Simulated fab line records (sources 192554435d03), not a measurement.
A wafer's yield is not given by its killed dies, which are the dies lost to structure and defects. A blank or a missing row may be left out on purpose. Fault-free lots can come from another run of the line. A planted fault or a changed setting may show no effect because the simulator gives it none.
Chamber matching -- flow n5-finfet -- 3 sister chambers for N5_BEOL_M13_ILD_DEP_00 on pecvd-03
The step deposits SiOC from DEMS/O2, target thk 837.92 nm, time 166.4 s. 3 wafers are shown with their chamber, then 8 later ones without.

## WAFERS PAIRED WITH THEIR CHAMBERS
wafer,chamber,throttle-valve-pct (%)
L093.4,2,10.7
L093.6,0,12.2
L076.2,1,11.8

## WAFERS MISSING THEIR CHAMBER
wafer,throttle-valve-pct (%)
L076.3,10.6
L076.5,11.6
L095.1,12.8
L095.3,11.7
L095.6,12.6
L096.1,12.7
L096.3,11.7
L096.4,12.7

## WHICH CHAMBER EACH WENT THROUGH
wafer,from the rows above,in truth
L076.3,2,2
L076.5,can't be placed: 1 or 0 or 2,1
L095.1,can't be placed: 0 or 1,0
L095.3,can't be placed: 1 or 0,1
L095.6,can't be placed: 0 or 1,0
L096.1,can't be placed: 0 or 1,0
L096.3,can't be placed: 1 or 0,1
L096.4,can't be placed: 0 or 1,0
1 of 8 placed correctly. Not placeable from these rows: 7 (in 7, the candidates include the true chamber). Number placed wrongly: 0.
How it was worked out, from the rows above alone: a wafer's distance from a chamber is the root of the sum, over the readings, of the square of ((its reading less the chamber's mean) divided by the reading's scatter). The wafer belongs to the nearest chamber; if the next one is less than 2 further off, it can't be placed. A chamber's mean is the mean of its shown wafers. The scatter (one wafer shown for each chamber): square how far every hidden wafer sits from the nearest shown wafer, average those squares and take the square root.
